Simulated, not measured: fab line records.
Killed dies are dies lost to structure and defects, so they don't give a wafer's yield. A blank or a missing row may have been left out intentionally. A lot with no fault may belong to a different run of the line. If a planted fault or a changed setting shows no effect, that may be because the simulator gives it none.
fab line records	flow nand_harc
[record] lots = 12	wafers = 36	last_day = 30
route steps=1302 shown A_BONDPAD@1222 THIN_TSV@1263 END@1302
lots untouched by any fault: they come from a run of this same line in which no faults occurred
start_h: start of the lot's first displayed wafer, in hours after the record's first day	wait_h: hours elapsed since this lot's preceding step	" same as the row above	L1.1+2: a row that stands for several wafers	- no value present, or no start provided	* or withheld: withheld	< > ~ a bound
route shown NAME@n: a module of which the file shows steps, and the number in the route of the first	usual: mean and standard deviation over wafers with no fault	same: alike in all rows	chamber/n: place in a boat	sites: each site's reading	_std_site: standard deviation across them	_edge_site: inner sites' mean taken away from outer sites' mean	radius_mm: how far each site lies from the wafer's centre	mask NAME#n: copy n	behind: the last tool/chamber to shape the wafer	hold: the reason the lot was held/the length of the hold in hours/how it ended	device: names the non-switching transistor (n, p or np)	end of line: at the end of the route, the tests of the same wafers	a step given without rows: its recipe and nothing more	killed: dies that structure and defects cost at the first sort, which is not the same as the wafer's yield	map: dies across one wafer; x = killed, . = not, _ = none there
set.NAME: the setting that was run; set.NAME@STEP: the one run at that earlier step	model.NAME: the simulator's own value behind a step, which no gauge read
the route's steps for a sample of lots (tables are steps, rows are wafers)
services: when a tool's chamber went out of use (start_h, in hours from the record's first day, below 0 if earlier), for how many hours, and the reason
[[steps]]
[step NHARC_A_BONDPAD_STRIP_15]
[recipe] o2_flow_sccm = 500	ar_flow_sccm = 0	bias_w = 0	chemistry = O2
[usual] drypump_motor_current_A = 6.05/0.24	o2_flow_sccm = 500.0/1.5	oes_product_au = 1.002/0.0076	rf_vpp_V = 57.9/0.92	showerhead_plenum_p_Torr = 3.57/0.18	throttle_valve_pct = 17.036/0.009
lot.wafer	tool	chamber	start_h	wait_h	drypump_motor_current_A	o2_flow_sccm	oes_product_au	rf_hours_counter_h	rf_vpp_V	showerhead_plenum_p_Torr	throttle_valve_pct
L188.4	rie_diel-02	0	542.47	0.1	6.21	500.5	0.989	25	60.6	3.79	17.039
L188.2	"	2	"	"	6.38	502.2	1.015	26	58.3	3.66	17.055
L188.3	"	3	"	"	5.61	501.7	1.011	11	57.0	3.29	17.032
L191.3	rie_diel-12	0	571.65	0.1	5.99	501.1	0.980	2	57.9	3.37	17.032
L191.2	"	1	"	"	6.20	500.9	0.998	3	57.4	3.67	17.042
L191.6	"	0	"	"	5.98	498.8	0.989	-	57.1	3.37	17.037
L192.1	rie_diel-12	2	572.72	0.1	5.77	501.0	0.995	3	59.4	3.72	17.031
L192.4	"	3	"	"	5.89	499.6	1.012	3	57.7	3.42	17.028
L192.5	"	3	"	"	5.90	498.9	1.005	-	58.1	3.42	17.046
L195.2	rie_diel-12	2	604.12	0.1	5.77	501.5	1.003	4	58.3	3.72	17.033
L195.3	"	1	"	"	6.20	500.5	1.002	4	57.9	3.66	17.042
L195.6	"	3	"	"	5.91	500.8	1.006	-	58.1	3.42	17.050
L196.1	rie_diel-13	2	622.72	0.1	6.24	499.2	0.993	27	58.8	3.76	17.023
L196.6	"	0	"	"	6.47	501.8	0.992	-	57.6	3.33	17.043
L196.5	"	1	"	"	6.40	501.0	0.998	-	57.3	3.63	17.045
L197.4	rie_diel-02	1	623.37	0.1	6.03	499.6	1.003	10	57.7	3.77	17.043
L197.3	"	3	"	"	5.63	499.7	1.012	10	57.8	3.28	17.032
L197.6	"	1	"	"	6.04	501.9	1.004	-	58.4	3.77	17.037
L199.3	rie_diel-02	3	640.85	0.1	5.58	500.6	1.012	12	57.4	3.28	17.050
L199.6	"	0	"	"	6.21	499.0	1.002	-	57.9	3.78	17.036
L199.5	"	1	"	"	6.05	500.7	0.997	-	58.8	3.77	17.050
L202.3	rie_diel-13	1	662.61	0.1	6.41	499.9	0.989	43	57.9	3.62	17.032
L202.2	"	0	"	"	6.46	499.2	0.999	44	57.0	3.32	17.032
L202.5	"	1	"	"	6.40	498.9	1.000	-	59.5	3.62	17.034
L201.2	rie_diel-12	1	663.14	0.1	6.21	497.9	0.995	1	57.7	3.66	17.047
L201.5	"	1	"	"	6.19	500.5	0.999	-	57.8	3.66	17.033
L201.6	"	2	"	"	5.77	500.6	1.007	-	59.4	3.72	17.046
L203.2	rie_diel-12	3	664.04	0.1	5.91	499.8	1.004	1	58.3	3.42	17.058
L203.4	"	0	"	"	5.97	496.9	1.003	1	57.5	3.36	17.032
L203.3	"	2	"	"	5.76	500.0	1.004	1	59.0	3.72	17.029
L205.4	rie_diel-02	0	678.06	0.1	6.25	500.4	1.003	21	57.7	3.78	17.030
L205.2	"	2	"	"	6.39	497.3	1.003	19	58.5	3.65	17.027
L205.5	"	3	"	"	5.63	498.7	1.000	-	55.8	3.28	17.027
L204.1	rie_diel-12	3	683.24	0.1	5.93	498.6	0.991	2	57.7	3.42	17.029
L204.3	"	1	"	"	6.17	500.5	0.988	2	57.6	3.66	17.033
L204.2	"	2	"	"	5.79	498.9	0.983	2	58.1	3.72	17.030
[step NHARC_A_BONDPAD_THK_MEAS_20]
[recipe] thk_meas_gauge = xrf
[usual] thk_nm = 170.0/1.4
lot.wafer	tool	chamber	start_h	wait_h	thk_nm
L188.2	film_metro-01	-	544.46	-	170.7
L188.3	"	-	"	"	172.5
L188.4	"	-	"	"	169.5
L191.2	film_metro-02	-	573.59	-	172.1
L191.3	"	-	"	"	170.3
L191.6	"	-	"	"	170.0
L192.1	film_metro-02	-	574.69	-	171.4
L192.4	"	-	"	"	170.5
L192.5	"	-	"	"	171.5
L195.2	film_metro-02	-	606.08	-	167.8
L195.3	"	-	"	"	167.7
L195.6	"	-	"	"	170.1
L196.1	film_metro-02	-	624.68	-	171.0
L196.5	"	-	"	"	171.7
L196.6	"	-	"	"	170.0
L197.3	film_metro-01	-	625.34	-	171.4
L197.4	"	-	"	"	170.4
L197.6	"	-	"	"	167.8
L199.3	film_metro-01	-	642.85	-	169.4
L199.5	"	-	"	"	169.2
L199.6	"	-	"	"	169.8
L202.2	film_metro-01	-	664.58	-	173.0
L202.3	"	-	"	"	171.1
L202.5	"	-	"	"	170.2
L201.2	film_metro-01	-	665.17	-	170.4
L201.5	"	-	"	"	171.6
L201.6	"	-	"	"	173.0
L203.2	film_metro-01	-	666.00	-	168.9
L203.3	"	-	"	"	168.8
L203.4	"	-	"	"	168.9
L205.2	film_metro-02	-	680.02	-	169.3
L205.4	"	-	"	"	170.0
L205.5	"	-	"	"	170.7
L204.1	film_metro-02	-	685.19	-	171.3
L204.2	"	-	"	"	169.5
L204.3	"	-	"	"	168.7
[step NHARC_THIN_TSV_ETCH_15]
[recipe] target_depth_a = 30000	bosch_target_overetch_cycles = 2	bosch_etch_step_s = 2.8	bosch_dep_step_s = 1.2	bosch_cycles = 14
[usual] bosch_cycles = 14/0	bosch_dep_step_s = 1.2/0	drypump_motor_current_A = 5.8/0.37
lot.wafer	tool	chamber	start_h	wait_h	bosch_cycles	bosch_dep_step_s	drypump_motor_current_A	rf_hours_counter_h
L188.3	rie_si-01	0	559.92	-	14	1.2	5.9	0
L188.2	"	2	"	"	14	1.2	6.1	0
L188.4	"	3	"	"	14	1.2	5.3	0
L192.1	rie_si-06	0	586.53	-	14	1.2	5.4	0.9
L192.4	"	2	"	"	14	1.2	5.5	1.0
L192.5	"	3	"	"	14	1.2	5.8	-
L191.3	rie_si-04	3	587.70	-	14	1.2	6.2	0.3
L191.2	"	2	"	"	14	1.2	5.3	0.3
L191.6	"	0	"	"	14	1.2	6.3	-
L195.2	rie_si-06	0	619.96	-	14	1.2	5.3	0.0
L195.3	"	1	"	"	14	1.2	6.2	0.0
L195.6	"	3	"	"	14	1.2	5.8	-
L197.3	rie_si-06	3	637.93	-	14	1.2	5.8	0.2
L197.4	"	1	"	"	14	1.2	6.2	0.1
L197.6	"	2	"	"	14	1.2	5.5	-
L196.1	rie_si-04	1	639.15	-	14	1.2	5.9	0.7
L196.6	"	0	"	"	14	1.2	6.3	-
L196.5	"	1	"	"	14	1.2	5.9	-
L199.3	rie_si-01	0	656.35	-	14	1.2	5.9	0.7
L199.6	"	1	"	"	14	1.2	5.3	-
L199.5	"	2	"	"	14	1.2	6.1	-
L202.3	rie_si-04	2	677.44	-	14	1.2	5.2	0.8
L202.2	"	3	"	"	14	1.2	6.2	0.8
L202.5	"	1	"	"	14	1.2	5.9	-
L201.2	rie_si-06	0	678.66	-	14	1.2	5.4	0.3
L201.5	"	1	"	"	14	1.2	6.2	-
L201.6	"	0	"	"	14	1.2	5.3	-
L203.2	rie_si-04	2	680.51	-	-	-	-	-
L203.4	"	0	"	"	-	-	-	-
L203.3	"	1	"	"	-	-	-	-
L204.1	rie_si-01	0	697.02	-	-	-	-	-
L204.2	"	1	"	"	-	-	-	-
L204.3	"	2	"	"	-	-	-	-
L205.4	rie_si-06	3	698.36	-	-	-	-	-
L205.2	"	0	"	"	-	-	-	-
L205.5	"	1	"	"	-	-	-	-
[step NHARC_THIN_TSV_STRIP_62]
[recipe] power_w = 1500	temp_c = 250	time_s = 20	chemistry = N2/H2
[usual] drypump_motor_current_A = 6.05/0.22	heater_power_w = 348/28	rf_refl_power_W = 22/4.9
lot.wafer	tool	chamber	start_h	wait_h	drypump_motor_current_A	heater_power_w	rf_hours_counter_h	rf_refl_power_W
L188.2	plasma_asher-01	1	561.71	-	5.85	379	5	15
L188.3	"	0	"	"	5.84	360	-	23
L188.4	"	1	"	"	5.85	381	-	15
L192.1	plasma_asher-02	1	588.30	-	6.43	307	33	29
L192.4	"	1	"	"	6.40	307	-	28
L192.5	"	0	"	"	6.04	359	-	19
L191.2	plasma_asher-02	1	589.50	-	6.36	306	33	28
L191.3	"	1	"	"	6.36	307	-	27
L191.6	"	0	"	"	6.04	368	-	20
L195.2	plasma_asher-02	0	621.72	-	6.06	349	3	-
L195.3	"	1	"	"	6.40	300	-	-
L195.6	"	0	"	"	6.04	344	-	-
L197.3	plasma_asher-02	1	640.10	-	6.40	312	-	28
L197.4	"	0	"	"	6.05	340	-	19
L197.6	"	0	"	"	6.03	344	-	19
L196.1	plasma_asher-02	0	640.94	-	6.06	350	5	19
L196.5	"	1	"	"	6.42	307	-	28
L196.6	"	0	"	"	6.08	350	-	19
L199.3	plasma_asher-01	1	658.51	-	5.85	395	-	15
L199.6	"	1	"	"	5.86	385	-	15
L199.5	"	0	"	"	5.84	362	-	24
L202.2	plasma_asher-02	0	679.24	-	6.04	336	12	18
L202.3	"	0	"	"	6.04	344	-	19
L202.5	"	1	"	"	6.45	314	-	28
L201.2	plasma_asher-02	0	680.47	-	6.04	346	12	-
L201.5	"	0	"	"	6.06	343	-	-
L201.6	"	1	"	"	6.40	308	-	-
L203.2	plasma_asher-02	1	682.29	-	6.41	307	13	-
L203.3	"	1	"	"	6.38	309	-	-
L203.4	"	0	"	"	6.07	341	-	-
L204.1	plasma_asher-01	0	698.77	-	5.85	359	36	25
L204.2	"	1	"	"	5.89	389	36	15
L204.3	"	0	"	"	5.83	363	-	24
L205.2	plasma_asher-02	0	700.13	-	6.04	342	16	19
L205.4	"	1	"	"	6.34	306	-	28
L205.5	"	1	"	"	6.36	315	-	28
[step NHARC_END_SORT_01]
[recipe] temp_c = 25
[usual] defect_limited_yield = 91/3.1	killed_at_array = 56/21	killed_at_other = 1.2/1.6	killed_at_periphery = 3.7/2.5	killed_dies = 61/21	killed_open = 3.1/1.8	killed_short = 2.8/1.7
[same] gross_dies = 677
lot.wafer	tool	chamber	start_h	wait_h	hold	defect_limited_yield[%]	killed_at_array	killed_at_other	killed_at_periphery	killed_dies	killed_open	killed_short
L188.2	prober-02	0	575.70	2.8	-	92	52	2	1	55	2	6
L188.3	prober-02	0	576.50	3.1	-	94	39	1	2	42	2	2
L188.4	prober-02	0	577.30	3.4	-	93	47	0	1	48	4	2
L192.1	prober-01	0	600.85	2.5	-	88	82	1	1	84	5	1
L192.4	prober-01	0	603.23	3.4	-	91	57	2	2	61	2	3
L192.5	prober-01	0	604.03	3.7	-	90	66	4	1	71	1	2
L191.2	prober-02	0	609.21	2.8	-	96	23	0	4	27	8	3
L191.3	prober-02	0	610.01	3.1	-	96	23	0	4	27	3	4
L191.6	prober-02	0	612.40	4.0	-	94	30	1	7	38	7	2
L195.2	prober-02	0	634.88	2.7	-	89	69	1	6	76	1	3
L195.3	prober-02	0	635.69	3.1	-	87	81	6	4	91	5	2
L195.6	prober-02	0	638.09	4.0	-	90	65	4	2	71	5	2
L196.1	prober-02	0	652.64	2.5	-	91	52	4	4	60	7	0
L196.5	prober-02	0	655.86	3.7	-	91	57	0	3	60	2	2
L196.6	prober-02	0	656.66	4.0	-	90	68	1	1	70	3	4
L197.3	prober-01	0	654.19	3.1	-	87	75	4	6	85	2	3
L197.4	prober-01	0	654.99	3.4	-	90	65	0	2	67	2	2
L197.6	prober-01	0	656.60	4.0	-	87	88	1	1	90	1	3
L199.3	prober-02	0	673.28	3.1	-	91	47	3	8	58	5	4
L199.5	prober-02	0	674.85	3.7	-	93	47	0	2	49	0	2
L199.6	prober-02	0	675.64	3.9	-	93	42	0	5	47	2	3
L201.2	prober-02	0	691.18	2.8	-	96	20	0	4	24	6	2
L201.5	prober-02	0	693.53	3.6	-	96	23	0	1	24	2	3
L201.6	prober-02	0	694.32	3.9	-	97	22	0	1	23	7	2
L202.2	prober-02	0	698.92	2.8	-	90	69	0	2	71	2	1
L202.3	prober-02	0	699.73	3.1	-	87	87	2	1	90	2	5
L202.5	prober-02	0	701.34	3.7	-	87	87	1	2	90	5	4
L203.2	prober-01	0	699.11	2.8	await_dispo/2.5h/scrap	0	68	608	1	677	2	4
L203.3	prober-01	0	699.91	3.1	await_dispo/2.5h/scrap	0	70	606	1	677	4	1
L203.4	prober-01	0	700.71	3.4	await_dispo/2.5h/scrap	0	72	602	3	677	0	3
L204.1	prober-02	0	711.40	2.5	await_dispo/2.4h/scrap	0	34	633	10	677	5	3
L204.2	prober-02	0	712.20	2.8	await_dispo/2.4h/scrap	0	36	632	9	677	5	3
L204.3	prober-02	0	713.01	3.1	await_dispo/2.4h/scrap	0	22	644	11	677	1	2
L205.2	prober-01	0	712.23	2.8	await_dispo/3.1h/scrap	0	62	609	6	677	2	3
L205.4	prober-01	0	713.83	3.4	await_dispo/3.1h/scrap	0	85	585	7	677	3	5
L205.5	prober-01	0	714.64	3.7	await_dispo/3.1h/scrap	0	74	594	9	677	3	6
// killed by level:class
L188.2 A_CHANNEL_HOLE_D2:chamber_film_flake=39 A_ONON_D2:geometric_particle:short=2 A_CHANNEL_HOLE_D2:geometric_particle:short=2 A_CHANNEL_HOLE_D1:chamber_film_flake=2 A_CONTACT:chamber_film_flake=2 THIN_TSV:chamber_film_flake=2 P_M0:geometric_particle:open=1 A_CHANNEL_FILL_D1:geometric_particle:short=1
L188.3 A_CHANNEL_HOLE_D2:chamber_film_flake=28 P_STI:chamber_film_flake=2 A_STAIRCASE:chamber_film_flake=2 A_ONON_D1:geometric_particle:short=1 A_CHANNEL_FILL_D1:geometric_particle:open=1 A_CHANNEL_HOLE_D2:geometric_particle:open=1 A_M1:geometric_particle:short=1 A_ZERO_WELL:chamber_film_flake=1
L188.4 A_CHANNEL_HOLE_D2:chamber_film_flake=34 A_CONTACT:chamber_film_flake=6 A_CHANNEL_HOLE_D1:geometric_particle:open=1 A_CHANNEL_FILL_D2:geometric_particle:open=1 A_CHANNEL_FILL_D2:geometric_particle:short=1 A_WL_FILL:geometric_particle:short=1 A_BLC:geometric_particle:open=1 A_M0:geometric_particle:open=1
L192.1 A_CHANNEL_HOLE_D2:chamber_film_flake=35 A_CHANNEL_HOLE_D1:chamber_film_flake=34 A_CONTACT:chamber_film_flake=3 A_STAIRCASE:chamber_film_flake=2 A_SLIT:chamber_film_flake=2 P_GATE:geometric_particle:open=1 A_SOURCE_PLATE:geometric_particle:short=1 A_CHANNEL_FILL_D1:geometric_particle:open=1
L192.4 A_CHANNEL_HOLE_D2:chamber_film_flake=27 A_CHANNEL_HOLE_D1:chamber_film_flake=19 A_SLIT:chamber_film_flake=2 THIN_TSV:chamber_film_flake=2 A_ONON_D1:geometric_particle:short=1 A_CHANNEL_HOLE_D1:geometric_particle:short=1 A_CHANNEL_FILL_D2:geometric_particle:short=1 A_BLC:geometric_particle:open=1
L192.5 A_CHANNEL_HOLE_D1:chamber_film_flake=28 A_CHANNEL_HOLE_D2:chamber_film_flake=26 A_CONTACT:chamber_film_flake=4 THIN_TSV:chamber_film_flake=4 A_STAIRCASE:chamber_film_flake=2 A_SLIT:chamber_film_flake=2 A_DECK1_JOINT:geometric_particle:short=1 A_SGD_CUT:geometric_particle:short=1
L191.2 A_CHANNEL_HOLE_D2:chamber_film_flake=8 A_CHANNEL_FILL_D2:geometric_particle:open=3 A_CONTACT:chamber_film_flake=3 A_CHANNEL_HOLE_D1:chamber_film_flake=2 A_STAIRCASE:chamber_film_flake=2 P_CONTACT:geometric_particle:open=1 P_M0:geometric_particle:short=1 P_M1:geometric_particle:open=1
L191.3 A_CHANNEL_HOLE_D2:chamber_film_flake=6 A_CONTACT:chamber_film_flake=5 A_STAIRCASE:chamber_film_flake=4 P_M0:geometric_particle:open=1 A_ONON_D1:geometric_particle:short=1 A_CHANNEL_FILL_D2:geometric_particle:short=1 A_CHANNEL_FILL_D2:geometric_particle:open=1 A_WL_FILL:geometric_particle:short=1
L191.6 A_CHANNEL_HOLE_D2:chamber_film_flake=11 A_STAIRCASE:chamber_film_flake=6 A_CONTACT:chamber_film_flake=3 P_CONTACT:geometric_particle:open=2 A_DECK1_JOINT:chamber_film_flake=2 P_GATE:geometric_particle:open=1 P_M0:geometric_particle:open=1 P_M0:geometric_particle:short=1
L195.2 A_SLIT:chamber_film_flake=25 A_CHANNEL_HOLE_D2:chamber_film_flake=24 A_CONTACT:chamber_film_flake=8 A_CHANNEL_HOLE_D1:chamber_film_flake=7 P_M0:geometric_particle:short=2 P_GATE:chamber_film_flake=2 A_STAIRCASE:chamber_film_flake=2 P_CONTACT:geometric_particle:short=1
L195.3 A_CHANNEL_HOLE_D2:chamber_film_flake=30 A_SLIT:chamber_film_flake=28 A_CONTACT:chamber_film_flake=8 THIN_TSV:chamber_film_flake=6 A_STAIRCASE:chamber_film_flake=4 A_CHANNEL_FILL_D1:chamber_film_flake=3 P_GATE:chamber_film_flake=2 A_CHANNEL_HOLE_D1:chamber_film_flake=2
L195.6 A_SLIT:chamber_film_flake=25 A_CHANNEL_HOLE_D2:chamber_film_flake=24 A_CONTACT:chamber_film_flake=5 THIN_TSV:chamber_film_flake=4 A_CHANNEL_HOLE_D1:chamber_film_flake=2 P_M0:geometric_particle:open=1 A_ONON_D1:geometric_particle:open=1 A_CHANNEL_FILL_D1:geometric_particle:open=1
L196.1 A_CHANNEL_HOLE_D1:chamber_film_flake=25 A_CHANNEL_HOLE_D2:chamber_film_flake=11 A_CONTACT:chamber_film_flake=6 A_SLIT:chamber_film_flake=3 THIN_TSV:chamber_film_flake=3 A_M1:geometric_particle:open=2 P_CONTACT:geometric_particle:open=1 P_M0:geometric_particle:open=1
L197.3 A_CHANNEL_HOLE_D1:chamber_film_flake=28 A_SLIT:chamber_film_flake=26 A_CHANNEL_HOLE_D2:chamber_film_flake=10 A_CONTACT:chamber_film_flake=3 A_ONON_D1:geometric_particle:short=2 P_ZERO_WELL:chamber_film_flake=2 P_M1:chamber_film_flake=2 A_CHANNEL_FILL_D1:chamber_film_flake=2
L197.4 A_CHANNEL_HOLE_D1:chamber_film_flake=26 A_SLIT:chamber_film_flake=16 A_CHANNEL_HOLE_D2:chamber_film_flake=15 P_M1:chamber_film_flake=2 A_M1:chamber_film_flake=2 A_SOURCE_PLATE:geometric_particle:short=1 A_CHANNEL_HOLE_D2:geometric_particle:open=1 A_CHANNEL_FILL_D2:geometric_particle:short=1
L196.5 A_CHANNEL_HOLE_D1:chamber_film_flake=28 A_CHANNEL_HOLE_D2:chamber_film_flake=14 A_CONTACT:chamber_film_flake=8 A_M1:chamber_film_flake=2 P_GATE:geometric_particle:short=1 A_CHANNEL_FILL_D1:geometric_particle:short=1 A_SGD_CUT:geometric_particle:open=1 A_SLIT:geometric_particle:open=1
L197.6 A_CHANNEL_HOLE_D1:chamber_film_flake=34 A_SLIT:chamber_film_flake=29 A_CHANNEL_HOLE_D2:chamber_film_flake=15 A_STAIRCASE:chamber_film_flake=4 P_CONTACT:geometric_particle:short=1 A_ONON_D2:geometric_particle:short=1 A_CHANNEL_HOLE_D2:geometric_particle:short=1 A_M0:geometric_particle:open=1
L196.6 A_CHANNEL_HOLE_D1:chamber_film_flake=34 A_CHANNEL_HOLE_D2:chamber_film_flake=15 A_CONTACT:chamber_film_flake=11 P_M0:geometric_particle:open=1 A_ONON_D1:geometric_particle:short=1 A_CHANNEL_FILL_D1:geometric_particle:open=1 A_DECK1_JOINT:geometric_particle:open=1 A_ONON_D2:geometric_particle:short=1
L199.3 A_CHANNEL_HOLE_D1:chamber_film_flake=37 P_GATE:chamber_film_flake=3 P_M0:geometric_particle:open=2 P_STI:chamber_film_flake=2 P_CONTACT:geometric_particle:open=1 A_SOURCE_PLATE:geometric_particle:short=1 A_ONON_D1:geometric_particle:short=1 A_M0:geometric_particle:open=1
L199.5 A_CHANNEL_HOLE_D1:chamber_film_flake=33 A_CONTACT:chamber_film_flake=4 P_ZERO_WELL:chamber_film_flake=2 A_ZERO_WELL:chamber_film_flake=2 A_SOURCE_PLATE:geometric_particle:short=1 A_ONON_D1:geometric_particle:short=1 A_CHANNEL_HOLE_D2:chamber_film_flake=1 A_CHANNEL_FILL_D2:chamber_film_flake=1
L199.6 A_CHANNEL_HOLE_D1:chamber_film_flake=29 P_GATE:chamber_film_flake=4 A_WL_FILL:geometric_particle:short=2 A_M0:geometric_particle:open=2 A_STAIRCASE:chamber_film_flake=2 A_CONTACT:chamber_film_flake=2 A_M1:geometric_particle:short=1 P_STI:chamber_film_flake=1
L201.2 A_CHANNEL_HOLE_D1:chamber_film_flake=7 A_SLIT:chamber_film_flake=3 A_DECK1_JOINT:geometric_particle:open=2 A_CONTACT:chamber_film_flake=2 P_GATE:geometric_particle:short=1 P_CONTACT:geometric_particle:open=1 A_CHANNEL_FILL_D2:geometric_particle:open=1 A_WL_FILL:geometric_particle:short=1
L201.5 A_CHANNEL_HOLE_D1:chamber_film_flake=7 A_SLIT:chamber_film_flake=5 A_STAIRCASE:chamber_film_flake=2 A_ONON_D1:geometric_particle:short=1 A_CHANNEL_FILL_D1:geometric_particle:short=1 A_CHANNEL_FILL_D2:geometric_particle:open=1 A_SLIT:geometric_particle:short=1 A_WL_FILL:geometric_particle:open=1
L201.6 A_CHANNEL_HOLE_D1:chamber_film_flake=8 A_SLIT:chamber_film_flake=3 A_CONTACT:geometric_particle:open=2 A_M0:geometric_particle:open=2 A_CONTACT:chamber_film_flake=2 P_M1:geometric_particle:open=1 A_CHANNEL_FILL_D1:geometric_particle:open=1 A_ONON_D2:geometric_particle:short=1
L202.2 A_CHANNEL_HOLE_D1:chamber_film_flake=23 A_SLIT:chamber_film_flake=20 A_CHANNEL_HOLE_D2:chamber_film_flake=12 A_SGD_CUT:chamber_film_flake=6 P_GATE:chamber_film_flake=2 A_STAIRCASE:chamber_film_flake=2 A_DECK1_JOINT:geometric_particle:open=1 A_WL_FILL:geometric_particle:open=1
L203.2 THIN_TSV:area_etch=608 A_SLIT:chamber_film_flake=28 A_CHANNEL_HOLE_D2:chamber_film_flake=19 A_CHANNEL_HOLE_D1:chamber_film_flake=9 A_CONTACT:chamber_film_flake=4 A_WL_FILL:geometric_particle:short=2 A_CHANNEL_FILL_D1:chamber_film_flake=2 P_GATE:geometric_particle:open=1
L202.3 A_CHANNEL_HOLE_D1:chamber_film_flake=29 A_SLIT:chamber_film_flake=22 A_CHANNEL_HOLE_D2:chamber_film_flake=18 A_SGD_CUT:chamber_film_flake=7 A_CONTACT:chamber_film_flake=2 A_CHANNEL_FILL_D1:chamber_film_flake=2 A_CHANNEL_FILL_D2:chamber_film_flake=2 P_CONTACT:geometric_particle:open=1
L203.3 THIN_TSV:area_etch=606 A_CHANNEL_HOLE_D2:chamber_film_flake=27 A_SLIT:chamber_film_flake=24 A_CHANNEL_HOLE_D1:chamber_film_flake=6 A_CHANNEL_FILL_D1:chamber_film_flake=4 A_CHANNEL_FILL_D1:geometric_particle:open=2 A_ZERO_WELL:chamber_film_flake=2 A_CONTACT:chamber_film_flake=2
L203.4 THIN_TSV:area_etch=602 A_SLIT:chamber_film_flake=28 A_CHANNEL_HOLE_D2:chamber_film_flake=23 A_CONTACT:chamber_film_flake=7 A_CHANNEL_HOLE_D1:chamber_film_flake=4 A_STAIRCASE:chamber_film_flake=3 P_ZERO_WELL:chamber_film_flake=2 A_CHANNEL_FILL_D1:chamber_film_flake=2
L202.5 A_SLIT:chamber_film_flake=27 A_CHANNEL_HOLE_D1:chamber_film_flake=23 A_CHANNEL_HOLE_D2:chamber_film_flake=23 A_CONTACT:chamber_film_flake=3 A_WL_FILL:geometric_particle:open=2 A_STAIRCASE:chamber_film_flake=2 P_GATE:geometric_particle:open=1 A_ONON_D1:geometric_particle:short=1
L204.1 THIN_TSV:area_etch=632 A_CONTACT:chamber_film_flake=15 P_CONTACT:chamber_film_flake=7 A_CHANNEL_HOLE_D1:chamber_film_flake=7 A_SLIT:chamber_film_flake=4 P_M0:geometric_particle:open=2 A_STAIRCASE:chamber_film_flake=2 A_ONON_D1:geometric_particle:open=1
L204.2 THIN_TSV:area_etch=632 A_CONTACT:chamber_film_flake=12 A_CHANNEL_HOLE_D1:chamber_film_flake=9 P_CONTACT:chamber_film_flake=5 P_GATE:chamber_film_flake=3 A_STAIRCASE:chamber_film_flake=3 A_SLIT:chamber_film_flake=3 A_ONON_D2:geometric_particle:open=2
L205.2 THIN_TSV:area_etch=609 A_CHANNEL_HOLE_D1:chamber_film_flake=22 A_SLIT:chamber_film_flake=20 A_CHANNEL_HOLE_D2:chamber_film_flake=12 P_ZERO_WELL:chamber_film_flake=4 P_M1:chamber_film_flake=2 A_STAIRCASE:chamber_film_flake=2 A_ONON_D1:geometric_particle:short=1
L204.3 THIN_TSV:area_etch=644 A_CHANNEL_HOLE_D1:chamber_film_flake=9 A_CONTACT:chamber_film_flake=7 P_CONTACT:chamber_film_flake=6 A_SLIT:chamber_film_flake=3 P_GATE:chamber_film_flake=2 P_M0:geometric_particle:short=1 P_M1:geometric_particle:open=1
L205.4 THIN_TSV:area_etch=585 A_CHANNEL_HOLE_D1:chamber_film_flake=34 A_SLIT:chamber_film_flake=20 A_CHANNEL_HOLE_D2:chamber_film_flake=16 P_STI:chamber_film_flake=4 A_BLC:chamber_film_flake=3 A_CHANNEL_FILL_D1:geometric_particle:open=2 P_CONTACT:chamber_film_flake=2
L205.5 THIN_TSV:area_etch=594 A_CHANNEL_HOLE_D1:chamber_film_flake=32 A_SLIT:chamber_film_flake=19 A_CHANNEL_HOLE_D2:chamber_film_flake=15 P_M1:chamber_film_flake=5 P_M0:geometric_particle:short=2 A_CHANNEL_FILL_D1:geometric_particle:short=2 A_ONON_D2:geometric_particle:short=2
[[services]]
tool	chamber	start_h	hours	kind
rie_si-04	-	519.00	9.0	pm
rie_diel-02	3	520.28	9.4	repair
rie_diel-12	0	525.73	8.4	repair
rie_diel-12	2	531.90	2.6	repair
rie_diel-12	2	552.92	6.1	repair
rie_si-06	3	568.00	3.7	repair
rie_diel-02	-	570.70	9.0	pm
rie_diel-12	-	571.93	0.4	repair
rie_si-06	1	588.14	18.8	repair
rie_si-06	-	603.00	9.0	pm
plasma_asher-02	-	603.81	9.0	pm
rie_diel-12	-	622.40	9.0	pm
rie_diel-02	3	633.45	5.0	repair
rie_si-04	3	636.91	2.5	repair
rie_si-04	0	641.32	9.2	repair
plasma_asher-02	-	657.54	3.0	repair
rie_diel-12	0	668.63	6.6	repair
rie_diel-02	-	668.68	1.2	repair
rie_diel-12	2	674.31	1.3	repair
rie_si-06	2	677.38	14.8	repair
rie_diel-12	-	678.84	0.5	repair
rie_diel-12	2	692.30	19.3	repair
rie_si-04	-	696.00	9.0	pm
rie_diel-12	1	696.46	2.1	repair
[[key]]
[first_sign] step = NHARC_THIN_TSV_ETCH_15	reading = tool_record	direction = missing
[effect] step = NHARC_END_SORT_01	reading = killed_at_other	direction = up	sigmas = 99+	usual = 1.2	struck = 612.6
[more_kills_born_at] NHARC_THIN_TSV_ETCH_15@rie_si-01 = 1908	NHARC_THIN_TSV_ETCH_15@rie_si-04 = 1816	NHARC_THIN_TSV_ETCH_15@rie_si-06 = 1788
met_at NHARC_THIN_TSV_ETCH_15
struck_lots L203,L204,L205
later_rows_left_out L203.2,L203.3,L203.4,L204.1,L204.2,L204.3,L205.2,L205.4,L205.5
not_acting_at NHARC_A_BONDPAD_STRIP_15,NHARC_A_BONDPAD_THK_MEAS_20,NHARC_THIN_TSV_STRIP_62
onset_between 678.66 680.51
[fault] kind = skipped_step_whole	tool = rie_si-01,rie_si-04,rie_si-06	chamber = -	onset_h = 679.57	steps = NHARC_THIN_TSV_ETCH_15	scope = struck_lots_only
// later_rows_left_out: the simulator's readings of these wafers behind a module that went badly wrong aren't trusted and aren't shown, but for the sort
